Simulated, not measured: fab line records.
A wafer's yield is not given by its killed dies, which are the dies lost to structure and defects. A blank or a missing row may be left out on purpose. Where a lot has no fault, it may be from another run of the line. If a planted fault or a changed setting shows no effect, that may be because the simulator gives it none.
Chamber matching + flow n5Finfet + 4 sister chambers for N5_BEOL_M6_STRIP_19 on rieDiel-04
The step strips in O2. 14 wafers are shown with their chamber, then 7 later ones without.

== WAFERS, EACH WITH ITS CHAMBER ==
| wafer  | chamber | showerheadPlenumPTorr (Torr) | drypumpMotorCurrentA (A) | throttleValvePct (%) |
|--------|---------|------------------------------|--------------------------|----------------------|
| L077.3 | 3       | 2.03                         | 6.2                      | 16.52                |
| L077.4 | 2       | 2.04                         | 5.8                      | 16.28                |
| L077.6 | 2       | 2.04                         | 5.8                      | 16.28                |
| L079.3 | 1       | 1.99                         | 6.0                      | 16.51                |
| L079.4 | 0       | 2.00                         | 5.4                      | 16.90                |
| L079.5 | 1       | 1.99                         | 6.0                      | 16.48                |
| L080.2 | 0       | 2.00                         | 5.4                      | 16.93                |
| L080.3 | 2       | 2.04                         | 5.8                      | 16.31                |
| L080.4 | 3       | 2.02                         | 6.1                      | 16.57                |
| L083.2 | 1       | 1.99                         | 5.9                      | 16.53                |
| L083.3 | 3       | 2.02                         | 6.2                      | 16.57                |
| L083.4 | 0       | 2.00                         | 5.4                      | 16.96                |
| L086.1 | 1       | 1.99                         | 5.9                      | 16.51                |
| L086.3 | 3       | 2.02                         | 6.2                      | 16.58                |

SIGNATURES, as means of the wafers listed above
| reading               | chamber 0 | chamber 1 | chamber 2 | chamber 3 | scatter within a chamber |
|-----------------------|-----------|-----------|-----------|-----------|--------------------------|
| showerheadPlenumPTorr | 2.0000    | 1.9900    | 2.0400    | 2.0225    | 0.00274                  |
| drypumpMotorCurrentA  | 5.400     | 5.950     | 5.800     | 6.175     | 0.0418                   |
| throttleValvePct      | 16.9300   | 16.5075   | 16.2900   | 16.5600   | 0.0242                   |
Rule: distance of a wafer from a chamber = root of the sum over the readings of ((wafer's reading minus chamber's mean) / reading's scatter) squared. If the next closest chamber is less than 2 further off than the closest, the wafer can't be placed; otherwise it belongs to the closest. The scatter: take each reading less its chamber's mean, square it, sum over the shown wafers, divide by the number of wafers less the number of chambers, and take the root.

== WAFERS MISSING THEIR CHAMBER ==
| wafer  | showerheadPlenumPTorr (Torr) | drypumpMotorCurrentA (A) | throttleValvePct (%) |
|--------|------------------------------|--------------------------|----------------------|
| L086.4 | 2.00                         | 5.4                      | 16.96                |
| L088.3 | 2.02                         | 6.1                      | 16.56                |
| L088.5 | 2.03                         | 5.8                      | 16.31                |
| L088.6 | 1.99                         | 6.0                      | 16.52                |
| L097.2 | 2.02                         | 6.2                      | 16.63                |
| L097.3 | 1.98                         | 6.0                      | 16.57                |
| L097.5 | 2.02                         | 6.2                      | 16.61                |

== WHICH CHAMBER EACH WENT THROUGH ==
| wafer  | from the rows above | in truth |
|--------|---------------------|----------|
| L086.4 | 0                   | 0        |
| L088.3 | 3                   | 3        |
| L088.5 | 2                   | 2        |
| L088.6 | 1                   | 1        |
| L097.2 | 3                   | 3        |
| L097.3 | 1                   | 1        |
| L097.5 | 3                   | 3        |
7 of 7 placed correctly. Can't be placed from these rows: 0. Wrongly placed: 0.
